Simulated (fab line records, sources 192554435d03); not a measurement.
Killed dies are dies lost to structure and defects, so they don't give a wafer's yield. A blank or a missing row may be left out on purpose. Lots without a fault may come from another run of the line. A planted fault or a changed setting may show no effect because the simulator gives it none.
fab line records | flow n5_finfet
record lots=24 wafers=72 last_day=18
route steps=1938 shown BEOL_M9@1463 BEOL_M10@1502 BEOL_M11@1538
lots that met no fault: from a run of the same line without faults
start_h: hours from the record's first day to the start of the lot's first wafer shown | wait_h: hours since the lot's step before | " the same as in the row above | L1.1+2: a row that stands for several wafers | - no value, or no start given | * or withheld: withheld | < > ~ a bound
route shown NAME@n: a module of which the file shows steps, and the number in the route of the first | usual: mean/standard deviation of fault-free wafers | same: alike in all rows | chamber/n: place in a boat | sites: the reading at each site | _std_site: their standard deviation | _edge_site: outer sites' mean less inner sites' | radius_mm: how far each site lies from the wafer's centre | mask NAME#n: copy n | behind: the tool/chamber that last shaped the wafer | hold: why the lot was held/for how many hours/how that ended | device: the transistor (n, p or np) that didn't switch | end of line: the same wafers' tests at the end of the route | a step without rows: its recipe alone | killed: dies lost to structure and defects at the first sort, not the wafer's yield | map: a wafer's dies, x killed, . not, _ none there
set.NAME: the setting as run; set.NAME@STEP: as run at that earlier step | model.NAME: the simulator's own value behind a step, which no gauge read
steps of the route over a sample of lots; a table a step, a row a wafer
services: from which hour (start_h, from the record's first day; less than 0 if before it) a tool's chamber was out of use, for how many hours, and why
## steps
# step N5_BEOL_M9_ANNEAL_51
# recipe temp_c=225 time_s=90 ambient=N2
# usual wafer_temp_C_max=226.0/0.41
# columns lot.wafer tool chamber start_h wait_h wafer_temp_C_max
L074.1 rtp_anneal-01 0 213.27 0.1 226.1
L074.2 " 0 " " 226.0
L074.3 " 0 " " 226.0
L077.3 rtp_anneal-01 0 223.23 0.5 225.7
L077.4 " 0 " " 225.5
L077.6 " 0 " " 226.1
L076.3 rtp_anneal-01 0 229.04 0.2 225.9
L076.4 " 0 " " 226.0
L076.6 " 0 " " 226.1
L075.3 rtp_anneal-01 0 231.50 0.1 225.8
L075.4 " 0 " " 225.9
L075.6 " 0 " " 225.4
L078.2 rtp_anneal-02 0 235.54 0.1 226.7
L078.4 " 0 " " 226.4
L078.5 " 0 " " 226.8
L079.3 rtp_anneal-02 0 240.91 0.1 226.0
L079.4 " 0 " " 226.2
L079.6 " 0 " " 226.2
L080.1 rtp_anneal-02 0 241.30 0.1 226.5
L080.4 " 0 " " 226.2
L080.6 " 0 " " 226.4
L081.1 rtp_anneal-01 0 242.08 0.1 225.5
L081.2 " 0 " " 225.7
L081.5 " 0 " " 225.8
L082.1 rtp_anneal-01 0 253.46 0.2 226.0
L082.4 " 0 " " 225.6
L082.5 " 0 " " 225.7
L083.1 rtp_anneal-01 0 263.08 0.1 225.5
L083.2 " 0 " " 225.6
L083.5 " 0 " " 225.5
L085.2 rtp_anneal-02 0 275.52 0.3 226.9
L085.4 " 0 " " 226.5
L085.6 " 0 " " 226.2
L088.2 rtp_anneal-02 0 295.58 0.1 226.4
L088.5 " 0 " " 226.2
L088.6 " 0 " " 226.2
L086.1 rtp_anneal-01 0 295.79 0.3 225.4
L086.2 " 0 " " 225.6
L086.4 " 0 " " 225.8
L084.1 rtp_anneal-02 0 295.81 0.3 226.0
L084.5 " 0 " " 226.4
L084.6 " 0 " " 226.4
L090.2 rtp_anneal-01 0 296.11 0.5 225.7
L090.3 " 0 " " 225.6
L090.4 " 0 " " 225.3
L087.1 rtp_anneal-01 0 296.56 0.1 225.8
L087.2 " 0 " " 226.3
L087.6 " 0 " " 225.7
L089.3 rtp_anneal-02 0 300.76 0.1 226.2
L089.4 " 0 " " 226.7
L089.5 " 0 " " 226.8
L091.1 rtp_anneal-01 0 313.10 0.1 225.7
L091.3 " 0 " " 225.5
L091.4 " 0 " " 226.0
L092.2 rtp_anneal-02 0 323.03 0.3 226.3
L092.5 " 0 " " 226.2
L092.6 " 0 " " 226.3
L093.1 rtp_anneal-01 0 331.71 0.3 225.4
L093.2 " 0 " " 225.6
L093.3 " 0 " " 225.8
L094.4 rtp_anneal-02 0 332.20 0.3 226.8
L094.5 " 0 " " 226.4
L094.6 " 0 " " 226.6
L096.1 rtp_anneal-01 0 339.24 0.2 225.9
L096.2 " 0 " " 225.4
L096.4 " 0 " " 225.7
L095.2 rtp_anneal-02 0 339.57 0.1 226.6
L095.4 " 0 " " 226.1
L095.5 " 0 " " 226.6
L097.4 rtp_anneal-01 0 365.68 0.3 225.8
L097.5 " 0 " " 225.5
L097.6 " 0 " " 225.8
# step N5_BEOL_M10_CD_MEAS_28
# recipe target_cd_nm=70 landing_energy_ev=500 detector=se_inlens polarity=opening
# usual cd_nm=69.9/0.86
# columns lot.wafer tool chamber start_h wait_h cd_nm
L074.1 cd_sem-02 0 217.88 - 69.0
L074.2 " 0 " " 69.7
L074.3 " 0 " " 68.7
L077.3 cd_sem-03 0 227.89 - 69.5
L077.4 " 0 " " 69.6
L077.6 " 0 " " 69.1
L076.3 cd_sem-01 0 233.49 - 68.4
L076.4 " 0 " " 68.9
L076.6 " 0 " " 69.0
L075.3 cd_sem-02 0 235.74 - 69.2
L075.4 " 0 " " 69.0
L075.6 " 0 " " 68.2
L078.2 cd_sem-01 0 239.49 - 70.5
L078.4 " 0 " " 69.7
L078.5 " 0 " " 70.6
L079.3 cd_sem-02 0 246.79 - 70.8
L079.4 " 0 " " 70.6
L079.6 " 0 " " 70.9
L080.1 cd_sem-03 0 247.82 - 70.4
L080.4 " 0 " " 70.4
L080.6 " 0 " " 69.9
L081.1 cd_sem-03 0 247.99 - 69.9
L081.2 " 0 " " 71.1
L081.5 " 0 " " 70.5
L082.1 cd_sem-01 0 261.18 - 70.4
L082.4 " 0 " " 68.7
L082.5 " 0 " " 68.1
L083.1 cd_sem-02 0 269.87 - 69.5
L083.2 " 0 " " 70.3
L083.5 " 0 " " 68.2
L085.2 cd_sem-03 0 280.70 - 69.9
L085.4 " 0 " " 71.1
L085.6 " 0 " " 69.9
L088.2 cd_sem-02 0 300.30 - 69.9
L088.5 " 0 " " 70.2
L088.6 " 0 " " 69.7
L084.1 cd_sem-01 0 302.17 - 71.3
L084.5 " 0 " " 70.5
L084.6 " 0 " " 68.9
L086.1 cd_sem-01 0 302.33 - 69.5
L086.2 " 0 " " 70.7
L086.4 " 0 " " 69.8
L090.2 cd_sem-02 0 302.37 - 70.9
L090.3 " 0 " " 69.8
L090.4 " 0 " " 70.7
L087.1 cd_sem-02 0 302.54 - 69.7
L087.2 " 0 " " 71.0
L087.6 " 0 " " 70.0
L089.3 cd_sem-01 0 306.86 - 71.4
L089.4 " 0 " " 70.2
L089.5 " 0 " " 70.4
L091.1 cd_sem-01 0 318.24 - 68.9
L091.3 " 0 " " 68.1
L091.4 " 0 " " 68.7
L092.2 cd_sem-03 0 327.95 - 69.9
L092.5 " 0 " " 67.7
L092.6 " 0 " " 69.0
L094.4 cd_sem-01 0 337.25 - 71.1
L094.5 " 0 " " 70.9
L094.6 " 0 " " 70.4
L093.1 cd_sem-03 0 337.42 - 69.9
L093.2 " 0 " " 68.7
L093.3 " 0 " " 70.1
L096.1 cd_sem-01 0 344.50 - 70.8
L096.2 " 0 " " 70.2
L096.4 " 0 " " 71.1
L095.2 cd_sem-03 0 344.79 - 69.6
L095.4 " 0 " " 69.6
L095.5 " 0 " " 71.3
L097.4 cd_sem-03 0 370.85 - 70.8
L097.5 " 0 " " 70.6
L097.6 " 0 " " 70.7
# step N5_BEOL_M10_STRIP_36
# recipe chemistry=N2/H2 power_w=450 temp_c=40 pressure_mtorr=20 rf_frequency_hz=6e+07 overash_fraction=0.3 bias_power_w=7 h2_frac=0.5 n2_flow_sccm=200 h2_flow_sccm=200
# usual drypump_motor_current_A=5.4/0.38 oes_product_au=0.75/0.079 rf_vpp_V=58.9/1.7 showerhead_plenum_p_Torr=2.50/0.094 throttle_valve_pct=23.63/0.28
# columns lot.wafer tool chamber start_h wait_h drypump_motor_current_A oes_product_au rf_hours_counter_h rf_vpp_V showerhead_plenum_p_Torr throttle_valve_pct
L074.1 rie_diel-02 3 219.40 0.0 5.4 0.87 49 57.6 2.56 23.33
L074.2 " 1 " " 5.0 0.84 46 62.2 2.58 23.27
L074.3 " 2 " " 5.9 0.70 211 57.5 2.63 23.69
L077.3 rie_diel-04 2 228.83 0.0 4.8 0.87 54 58.9 2.46 23.29
L077.4 " 0 " " 5.9 0.70 208 60.6 2.41 23.91
L077.6 " 0 " " 5.9 0.70 - 57.2 2.41 23.87
L076.3 rie_diel-04 2 233.84 0.0 4.8 0.87 56 58.7 2.46 23.29
L076.4 " 1 " " 5.3 0.72 229 60.9 2.59 23.70
L076.6 " 1 " " 5.3 0.69 - 59.3 2.60 23.69
L075.3 rie_diel-04 3 236.41 0.0 5.7 0.69 209 58.6 2.41 23.53
L075.4 " 2 " " 4.8 0.88 57 56.6 2.46 23.32
L075.6 " 0 " " 5.8 0.68 - 59.7 2.41 23.91
L078.2 rie_diel-04 1 240.57 0.0 5.3 0.69 233 59.8 2.59 23.73
L078.4 " 3 " " 5.6 0.68 212 58.5 2.41 23.55
L078.5 " 0 " " 5.9 0.68 - 58.3 2.41 23.89
L079.3 rie_diel-05 0 247.14 0.0 5.0 0.78 95 56.6 2.56 23.18
L079.4 " 3 " " 5.7 0.85 39 57.3 2.70 23.56
L079.6 " 1 " " 5.5 0.73 - 59.7 2.41 23.90
L080.1 rie_diel-04 2 248.18 0.0 4.8 0.83 62 58.6 2.46 23.28
L080.4 " 0 " " 5.9 0.68 217 58.8 2.41 23.90
L080.6 " 0 " " 5.9 0.69 - 57.1 2.41 23.86
L081.1 rie_diel-02 0 248.88 0.0 5.7 0.69 226 60.3 2.42 24.14
L081.2 " 2 " " 5.9 0.69 225 59.6 2.63 23.70
L081.5 " 0 " " 5.7 0.69 - 60.9 2.42 24.15
L082.1 rie_diel-04 0 261.82 0.0 5.9 0.69 222 59.7 2.41 23.95
L082.4 " 1 " " 5.3 0.69 241 56.7 2.59 23.71
L082.5 " 0 " " 5.9 0.68 - 61.0 2.41 23.91
L083.1 rie_diel-04 3 270.23 0.0 5.6 0.68 223 57.9 2.40 23.55
L083.2 " 1 " " 5.3 0.70 242 60.3 2.59 23.72
L083.5 " 1 " " 5.3 0.68 - 57.8 2.59 23.73
L085.2 rie_diel-04 0 281.06 0.0 5.9 0.67 228 60.5 2.40 23.90
L085.4 " 2 " " 4.8 0.83 75 60.7 2.45 23.30
L085.6 " 2 " " 4.8 0.84 - 59.2 2.45 23.32
L088.2 rie_diel-04 0 300.71 0.0 5.9 0.67 236 60.7 2.40 23.90
L088.5 " 3 " " 5.6 0.67 - 56.3 2.40 23.60
L088.6 " 2 " " 4.8 0.81 - 60.0 2.45 23.36
L084.1 rie_diel-02 2 302.67 0.0 5.9 0.68 243 57.9 2.62 23.73
L084.5 " 0 " " 5.6 0.67 - 59.7 2.42 24.16
L084.6 " 3 " " 5.4 0.84 - 59.9 2.55 23.38
L086.1 rie_diel-02 1 303.13 0.0 4.9 0.81 77 58.4 2.56 23.33
L086.2 " 0 " " 5.7 0.68 243 57.1 2.42 24.17
L086.4 " 2 " " 5.9 0.69 243 58.7 2.62 23.72
L090.2 rie_diel-04 0 303.15 0.0 5.9 0.67 237 59.9 2.40 23.92
L090.3 " 3 " " 5.6 0.66 237 61.2 2.40 23.56
L090.4 " 2 " " 4.8 0.82 - 61.2 2.45 23.35
L087.1 rie_diel-02 0 303.60 0.0 5.7 0.69 243 56.8 2.42 24.16
L087.2 " 3 " " 5.4 0.83 81 56.2 2.55 23.42
L087.6 " 1 " " 5.0 0.82 - 58.7 2.57 23.34
L089.3 rie_diel-05 1 307.22 0.0 5.5 0.70 233 57.2 2.40 23.93
L089.4 " 0 " " 4.9 0.75 119 58.7 2.55 23.20
L089.5 " 2 " " 5.9 0.66 - 58.2 2.61 23.74
L091.1 rie_diel-02 0 318.72 0.0 5.7 0.67 249 60.0 2.41 24.16
L091.3 " 2 " " 5.9 0.69 250 59.5 2.62 23.78
L091.4 " 2 " " 5.9 0.67 - 58.7 2.62 23.75
L092.2 rie_diel-05 0 328.30 0.0 5.0 0.75 126 55.7 2.55 23.21
L092.5 " 2 " " 5.9 0.67 - 60.4 2.61 23.76
L092.6 " 3 " " 5.7 0.82 - 62.6 2.68 23.61
L094.4 rie_diel-04 2 337.69 0.0 4.8 0.81 98 62.9 2.44 23.35
L094.5 " 0 " " 5.9 0.65 - 58.7 2.40 23.94
L094.6 " 1 " " 5.3 0.94 - 56.0 2.58 23.56
L093.1 rie_diel-02 3 337.78 0.0 5.4 0.83 88 63.1 2.55 23.44
L093.2 " 0 " " 5.7 0.68 259 60.2 2.41 24.21
L093.3 " 1 " " 5.0 0.80 93 61.8 2.56 23.35
L096.1 rie_diel-02 0 344.86 0.0 5.6 0.67 262 58.0 2.41 24.16
L096.2 " 1 " " 5.0 0.81 96 59.1 2.56 23.38
L096.4 " 3 " " 5.4 0.85 - 59.2 2.54 23.44
L095.2 rie_diel-05 0 345.16 0.0 5.0 0.75 133 56.8 2.55 23.24
L095.4 " 3 " " 5.7 0.80 - 58.5 2.68 23.64
L095.5 " 1 " " 5.5 0.71 - 59.5 2.40 23.95
L097.4 rie_diel-04 0 371.22 0.0 5.9 0.96 - 58.9 2.71 23.33
L097.5 " 2 " " 4.8 0.78 - 59.8 2.44 23.36
L097.6 " 1 " " 5.3 0.89 - 59.1 2.58 23.60
# step N5_BEOL_M11_THK_MEAS_01
# recipe reads=SiCOH_lowk_of_BEOL_M11_ILD_DEP_00
# usual M11_ILD_THK=268/4.2
# columns lot.wafer tool chamber start_h wait_h M11_ILD_THK[nm]
L074.1 film_metro-02 - 223.94 0.4 267
L074.2 " - " " 261
L074.3 " - " " 264
L077.3 film_metro-02 - 233.56 0.5 263
L077.4 " - " " 265
L077.6 " - " " 266
L076.3 film_metro-02 - 237.29 0.3 260
L076.4 " - " " 267
L076.6 " - " " 269
L075.3 film_metro-01 - 239.89 0.3 268
L075.4 " - " " 267
L075.6 " - " " 271
L078.2 film_metro-01 - 243.89 0.4 264
L078.4 " - " " 271
L078.5 " - " " 271
L079.3 film_metro-02 - 250.92 0.3 264
L079.4 " - " " 266
L079.6 " - " " 267
L080.1 film_metro-01 - 252.99 0.4 267
L080.4 " - " " 272
L080.6 " - " " 270
L081.1 film_metro-01 - 253.78 0.4 264
L081.2 " - " " 268
L081.5 " - " " 266
L082.1 film_metro-02 - 266.45 0.4 274
L082.4 " - " " 276
L082.5 " - " " 275
L083.1 film_metro-01 - 273.39 0.4 261
L083.2 " - " " 260
L083.5 " - " " 266
L085.2 film_metro-02 - 284.54 0.4 272
L085.4 " - " " 277
L085.6 " - " " 274
L088.2 film_metro-02 - 305.32 0.4 265
L088.5 " - " " 271
L088.6 " - " " 269
L084.1 film_metro-01 - 306.24 0.4 266
L084.5 " - " " 275
L084.6 " - " " 272
L086.1 film_metro-01 - 306.78 0.4 268
L086.2 " - " " 269
L086.4 " - " " 274
L090.2 film_metro-01 - 306.82 0.4 265
L090.3 " - " " 264
L090.4 " - " " 260
L087.1 film_metro-01 - 307.24 0.4 266
L087.2 " - " " 264
L087.6 " - " " 271
L089.3 film_metro-02 - 310.47 0.3 260
L089.4 " - " " 260
L089.5 " - " " 268
L091.1 film_metro-01 - 324.44 0.4 266
L091.3 " - " " 268
L091.4 " - " " 270
L092.2 film_metro-02 - 333.30 0.7 268
L092.5 " - " " 270
L092.6 " - " " 269
L094.4 film_metro-02 - 341.39 0.2 274
L094.5 " - " " 273
L094.6 " - " " 275
L093.1 film_metro-02 - 341.40 0.4 271
L093.2 " - " " 269
L093.3 " - " " 268
L096.1 film_metro-02 - 350.34 0.8 265
L096.2 " - " " 267
L096.4 " - " " 268
L095.2 film_metro-02 - 350.90 0.7 270
L095.4 " - " " 270
L095.5 " - " " 274
L097.4 film_metro-02 - 375.12 0.4 273
L097.5 " - " " 276
L097.6 " - " " 271
# step N5_BEOL_M11_DESCUM_16
# recipe chemistry=O2 time_s=7.9 source_power_w=50 bias_power_w=20 pressure_mtorr=20 rf_frequency_hz=2.712e+07 temp_c=40 resist=CAR-ArF o2_flow_sccm=225
# usual drypump_motor_current_A=5.7/0.38 o2_flow_sccm=225.0/0.71 oes_product_au=0.78/0.084 rf_vpp_V=243.6/1.5 showerhead_plenum_p_Torr=2.11/0.084 throttle_valve_pct=20.24/0.24
# columns lot.wafer tool chamber start_h wait_h drypump_motor_current_A o2_flow_sccm oes_product_au rf_hours_counter_h rf_vpp_V showerhead_plenum_p_Torr throttle_valve_pct
L074.1 rie_diel-01 1 225.20 0.3 5.8 225.9 0.70 208 242.4 2.07 20.25
L074.2 " 2 " " 6.1 224.9 0.69 231 242.1 2.00 20.66
L074.3 " 3 " " 6.2 224.0 0.88 60 242.6 2.03 20.12
L077.3 rie_diel-03 1 234.97 0.1 6.0 224.4 0.79 98 244.7 2.19 19.94
L077.4 " 1 " " 6.0 224.7 0.79 - 245.9 2.19 19.95
L077.6 " 0 " " 5.2 224.9 0.82 - 246.2 2.22 20.13
L076.3 rie_diel-01 1 237.97 0.0 5.8 224.6 0.69 212 242.1 2.07 20.27
L076.4 " 3 " " 6.2 224.6 0.86 64 242.2 2.03 20.10
L076.6 " 2 " " 6.1 225.5 0.69 - 242.0 2.00 20.66
L075.3 rie_diel-06 2 241.64 0.2 5.2 225.1 0.70 228 242.4 2.05 20.61
L075.4 " 3 " " 5.3 225.1 0.81 83 245.8 2.20 20.43
L075.6 " 3 " " 5.3 224.7 0.82 - 244.4 2.20 20.43
L078.2 rie_diel-01 1 245.46 0.0 5.8 224.4 0.70 215 243.0 2.07 20.28
L078.4 " 2 " " 6.1 224.2 0.69 238 240.0 1.99 20.65
L078.5 " 1 " " 5.8 224.9 0.70 - 243.2 2.07 20.28
L079.3 rie_diel-03 0 252.61 0.2 5.3 224.6 0.82 82 244.5 2.22 20.14
L079.4 " 3 " " 5.9 224.5 0.98 1 243.8 2.14 20.48
L079.6 " 0 " " 5.3 224.7 0.82 - 245.5 2.22 20.13
L080.1 rie_diel-06 2 254.27 0.0 5.2 225.0 0.69 232 242.6 2.05 20.64
L080.4 " 1 " " 5.9 224.8 0.84 61 243.9 2.10 19.81
L080.6 " 1 " " 5.9 225.1 0.84 - 243.8 2.10 19.79
L081.1 rie_diel-03 3 255.65 0.0 5.9 225.7 0.97 2 244.0 2.14 20.48
L081.2 " 2 " " 5.2 225.7 0.74 186 241.6 1.98 19.96
L081.5 " 2 " " 5.2 226.5 0.74 - 242.2 1.98 19.93
L082.1 rie_diel-03 2 267.68 0.0 5.3 224.9 0.74 190 241.2 1.98 19.95
L082.4 " 3 " " 5.9 225.5 0.96 6 244.7 2.14 20.48
L082.5 " 0 " " 5.3 224.7 0.81 - 244.5 2.22 20.16
L083.1 rie_diel-01 2 275.72 0.9 6.1 224.1 0.68 248 240.4 1.99 20.67
L083.2 " 3 " " 6.2 223.4 0.85 76 242.2 2.03 20.13
L083.5 " 3 " " 6.2 224.2 0.85 - 242.4 2.03 20.13
L085.2 rie_diel-06 2 286.66 0.6 5.2 225.3 0.68 243 243.1 2.05 20.64
L085.4 " 0 " " 5.8 226.1 0.87 70 242.0 2.03 20.46
L085.6 " 2 " " 5.2 225.6 0.69 - 242.2 2.05 20.64
L088.2 rie_diel-03 0 306.38 0.0 5.2 224.2 0.79 98 244.4 2.21 20.17
L088.5 " 0 " " 5.2 225.5 0.80 - 245.2 2.21 20.20
L088.6 " 3 " " 5.9 224.1 0.92 - 243.6 2.14 20.48
L084.1 rie_diel-06 1 308.42 0.0 5.9 224.1 0.82 79 244.8 2.09 19.85
L084.5 " 0 " " 5.7 224.6 0.85 - 243.3 2.03 20.47
L084.6 " 1 " " 5.9 223.9 0.80 - 243.1 2.09 19.82
L086.1 rie_diel-01 0 308.58 0.0 5.2 224.6 0.68 218 244.0 2.14 20.41
L086.2 " 1 " " 5.9 226.1 0.68 231 242.7 2.06 20.30
L086.4 " 1 " " 5.8 225.0 0.68 - 242.9 2.06 20.27
L090.2 rie_diel-03 2 308.62 0.0 5.2 225.4 0.72 202 242.2 1.97 19.97
L090.3 " 0 " " 5.2 225.4 0.79 99 245.6 2.21 20.17
L090.4 " 1 " " 6.0 224.5 0.76 121 243.6 2.18 19.98
L087.1 rie_diel-06 0 308.68 0.1 5.8 225.1 0.86 77 242.3 2.03 20.46
L087.2 " 3 " " 5.3 225.6 0.79 105 245.3 2.20 20.46
L087.6 " 0 " " 5.8 224.7 0.86 - 241.8 2.03 20.46
L089.3 rie_diel-03 2 312.75 0.0 5.2 225.2 0.73 203 240.3 1.97 19.98
L089.4 " 3 " " 5.9 225.9 0.91 19 243.6 2.14 20.49
L089.5 " 0 " " 5.2 225.7 0.79 - 245.1 2.21 20.16
L091.1 rie_diel-01 2 326.72 0.2 6.1 225.5 0.99 4 246.5 2.25 20.38
L091.3 " 3 " " 6.2 224.4 0.83 91 241.9 2.02 20.14
L091.4 " 0 " " 5.3 225.1 0.69 222 245.2 2.13 20.40
L092.2 rie_diel-03 2 335.19 0.0 5.2 224.5 0.72 210 243.0 1.97 19.98
L092.5 " 1 " " 6.0 224.5 0.75 - 246.1 2.18 20.00
L092.6 " 2 " " 5.2 225.4 0.71 - 241.9 1.97 19.96
L094.4 rie_diel-01 1 345.31 0.0 5.8 225.0 0.68 242 242.2 2.06 20.32
L094.5 " 1 " " 5.8 225.0 0.68 - 243.4 2.06 20.32
L094.6 " 2 " " 6.1 224.3 0.96 - 246.1 2.25 20.37
L093.1 rie_diel-01 0 345.56 0.1 5.2 225.8 0.67 229 244.3 2.13 20.41
L093.2 " 1 " " 5.8 225.9 0.67 242 242.8 2.06 20.31
L093.3 " 3 " " 6.2 224.7 0.83 97 242.7 2.02 20.14
L096.1 rie_diel-01 3 353.15 0.2 6.3 226.2 0.82 99 242.1 2.02 20.14
L096.2 " 1 " " 5.8 226.2 0.68 243 243.5 2.06 20.30
L096.4 " 2 " " 6.1 224.0 0.95 11 245.3 2.25 20.38
L095.2 rie_diel-03 2 353.38 0.1 5.2 225.6 0.72 215 240.6 1.97 19.99
L095.4 " 3 " " 5.9 225.4 0.89 32 243.8 2.13 20.52
L095.5 " 3 " " 5.8 224.7 0.88 - 243.2 2.13 20.52
L097.4 rie_diel-03 1 375.92 0.0 6.0 224.8 0.74 142 243.6 2.18 20.00
L097.5 " 2 " " 5.2 225.9 0.71 - 241.2 1.97 20.00
L097.6 " 1 " " 6.0 225.5 0.75 - 245.4 2.18 20.02
# step N5_BEOL_M11_STRIP_19
# recipe chemistry=O2 power_w=400 temp_c=40 pressure_mtorr=30 rf_frequency_hz=6e+07 bias_power_w=0 overash_fraction=0.2 o2_flow_sccm=225
# usual drypump_motor_current_A=5.6/0.38 o2_flow_sccm=225.0/0.67 oes_product_au=0.78/0.078 rf_vpp_V=3.8/0.63 showerhead_plenum_p_Torr=2.11/0.086 throttle_valve_pct=16.52/0.24
# columns lot.wafer tool chamber start_h wait_h drypump_motor_current_A o2_flow_sccm oes_product_au rf_hours_counter_h rf_vpp_V showerhead_plenum_p_Torr throttle_valve_pct
L074.1 rie_diel-03 1 225.64 0.1 6.0 224.6 0.78 94 4.7 2.20 16.20
L074.2 " 2 " " 5.3 225.0 0.74 176 3.7 1.99 16.26
L074.3 " 3 " " 5.9 225.9 0.67 248 3.8 2.15 17.07
L077.3 rie_diel-01 2 235.39 0.1 6.1 225.7 0.69 235 4.2 2.00 16.93
L077.4 " 0 " " 5.2 224.3 0.70 191 3.3 2.15 16.69
L077.6 " 3 " " 6.2 225.4 0.87 - 3.3 2.04 16.39
L076.3 rie_diel-06 0 238.44 0.1 5.8 224.5 0.87 56 4.0 2.04 16.67
L076.4 " 2 " " 5.2 224.9 0.68 227 2.7 2.06 16.95
L076.6 " 0 " " 5.8 225.2 0.86 - 4.4 2.04 16.68
L075.3 rie_diel-06 2 242.04 0.1 5.2 225.7 0.70 228 3.6 2.06 16.92
L075.4 " 1 " " 5.9 224.7 0.86 58 3.9 2.11 16.07
L075.6 " 2 " " 5.2 225.8 0.70 - 3.8 2.06 16.92
L078.2 rie_diel-03 2 245.84 0.1 5.2 223.6 0.73 184 4.1 1.98 16.27
L078.4 " 2 " " 5.2 224.6 0.73 - 4.3 1.98 16.26
L078.5 " 1 " " 6.0 225.5 0.78 - 4.3 2.19 16.22
L079.3 rie_diel-01 0 253.00 0.1 5.2 225.7 0.71 196 4.2 2.15 16.71
L079.4 " 1 " " 5.8 225.4 0.69 217 3.5 2.07 16.60
L079.6 " 0 " " 5.2 225.7 0.70 - 3.6 2.15 16.68
L080.1 rie_diel-06 0 254.74 0.2 5.8 226.1 0.87 61 4.8 2.04 16.64
L080.4 " 3 " " 5.3 223.8 0.81 86 3.7 2.21 16.69
L080.6 " 1 " " 5.9 225.1 0.84 - 3.3 2.10 16.09
L081.1 rie_diel-06 3 256.13 0.2 5.3 223.4 0.82 87 3.7 2.21 16.68
L081.2 " 1 " " 5.9 224.3 0.83 62 5.0 2.10 16.07
L081.5 " 3 " " 5.3 224.0 0.81 - 3.1 2.21 16.67
L082.1 rie_diel-06 1 268.16 0.2 5.9 224.4 0.85 65 4.0 2.10 16.10
L082.4 " 2 " " 5.2 224.3 0.69 236 3.5 2.05 16.94
L082.5 " 3 " " 5.3 225.6 0.82 - 3.7 2.21 16.69
L083.1 rie_diel-01 3 276.14 0.1 6.2 225.4 0.84 76 3.7 2.03 16.40
L083.2 " 2 " " 6.1 224.2 0.68 248 5.1 2.00 16.94
L083.5 " 3 " " 6.2 225.4 0.85 - 4.3 2.03 16.41
L085.2 rie_diel-06 3 287.17 0.2 5.3 225.6 0.80 97 5.7 2.20 16.70
L085.4 " 1 " " 5.9 224.9 0.83 72 3.9 2.10 16.11
L085.6 " 2 " " 5.2 224.4 0.68 - 4.2 2.05 16.96
L088.2 rie_diel-03 1 306.77 0.1 6.0 224.9 0.76 121 4.2 2.19 16.26
L088.5 " 3 " " 5.9 224.6 0.92 - 3.6 2.14 16.64
L088.6 " 2 " " 5.2 224.8 0.72 - 4.2 1.98 16.29
L084.1 rie_diel-03 3 308.91 0.2 5.9 224.7 0.91 18 3.3 2.14 16.66
L084.5 " 3 " " 5.8 224.4 0.91 - 4.4 2.14 16.64
L084.6 " 2 " " 5.2 225.2 0.72 - 3.2 1.98 16.30
L086.1 rie_diel-03 1 308.96 0.1 6.0 225.1 0.76 122 3.6 2.19 16.26
L086.2 " 3 " " 5.9 224.8 0.91 18 2.8 2.14 16.67
L086.4 " 0 " " 5.2 224.8 0.80 99 4.1 2.22 16.39
L087.1 rie_diel-03 3 309.06 0.1 5.9 225.2 0.92 18 4.3 2.14 16.65
L087.2 " 0 " " 5.2 224.7 0.81 99 3.1 2.22 16.37
L087.6 " 1 " " 6.0 224.5 0.77 - 4.9 2.19 16.26
L090.2 rie_diel-01 1 309.09 0.1 5.8 224.9 0.69 231 3.4 2.07 16.62
L090.3 " 3 " " 6.3 224.9 0.83 87 3.6 2.03 16.41
L090.4 " 3 " " 6.2 225.3 0.83 - 4.5 2.03 16.43
L089.3 rie_diel-06 1 313.19 0.1 5.9 225.4 0.80 81 3.4 2.10 16.12
L089.4 " 0 " " 5.8 225.5 0.85 - 3.0 2.03 16.72
L089.5 " 3 " " 5.3 226.1 0.78 - 3.7 2.20 16.72
L091.1 rie_diel-03 3 327.15 0.1 5.9 224.3 0.91 24 4.3 2.14 16.69
L091.3 " 0 " " 5.3 224.3 0.78 105 3.2 2.21 16.38
L091.4 " 2 " " 5.2 226.7 0.72 207 3.3 1.98 16.29
L092.2 rie_diel-03 0 335.68 0.2 5.2 225.5 0.79 108 2.9 2.21 16.41
L092.5 " 0 " " 5.2 224.4 0.79 - 3.0 2.21 16.40
L092.6 " 3 " " 5.9 225.5 0.90 - 3.0 2.14 16.70
L094.4 rie_diel-03 0 345.70 0.1 5.2 224.8 0.78 111 2.9 2.21 16.41
L094.5 " 2 " " 5.2 225.3 0.72 - 3.6 1.97 16.29
L094.6 " 3 " " 5.9 224.6 0.89 - 3.8 2.14 16.69
L093.1 rie_diel-01 0 345.95 0.1 5.2 226.1 0.68 229 3.9 2.14 16.77
L093.2 " 3 " " 6.2 224.8 0.81 98 3.6 2.02 16.46
L093.3 " 1 " " 5.8 226.6 0.68 242 3.9 2.06 16.64
L096.1 rie_diel-01 1 353.54 0.1 5.8 224.5 0.67 244 4.2 2.06 16.64
L096.2 " 2 " " 6.1 224.9 0.94 12 2.8 2.26 16.53
L096.4 " 0 " " 5.2 225.3 0.67 230 3.1 2.14 16.76
L095.2 rie_diel-03 2 353.90 0.2 5.2 224.9 0.72 215 4.3 1.97 16.31
L095.4 " 0 " " 5.3 225.5 0.80 113 4.0 2.21 16.40
L095.5 " 2 " " 5.2 224.2 0.72 - 4.5 1.97 16.33
L097.4 rie_diel-01 2 376.33 0.1 6.1 226.2 0.92 - 3.7 2.25 16.56
L097.5 " 3 " " 6.2 226.0 0.82 - 3.2 2.02 16.49
L097.6 " 0 " " 5.2 226.3 0.67 - 4.1 2.13 16.76
## services
# columns tool chamber start_h hours kind
rie_diel-06 0 191.26 3.2 repair
rie_diel-03 0 195.40 6.6 repair
rie_diel-06 1 206.40 12.2 repair
rie_diel-04 - 212.45 14.6 pm
rie_diel-05 0 213.96 11.5 repair
rie_diel-06 - 215.37 0.3 repair
rie_diel-03 3 218.34 1.6 repair
rie_diel-03 - 218.39 7.2 repair
rie_diel-03 3 231.56 - clean
rie_diel-06 3 248.87 4.0 repair
rie_diel-05 1 253.43 2.5 repair
rie_diel-01 1 271.31 18.5 repair
rie_diel-02 - 273.16 0.6 repair
rie_diel-05 - 278.82 0.5 repair
rie_diel-05 2 282.21 3.3 repair
rie_diel-01 2 282.41 8.8 repair
rie_diel-02 3 310.74 16.3 repair
rie_diel-04 0 330.12 3.0 repair
rie_diel-05 2 333.81 16.7 repair
rie_diel-01 - 346.57 2.8 pm
rie_diel-04 3 346.95 4.0 repair
rie_diel-06 - 363.32 2.8 pm
rie_diel-05 - 364.22 2.8 pm
rie_diel-03 - 366.81 2.8 pm
## key
fault none
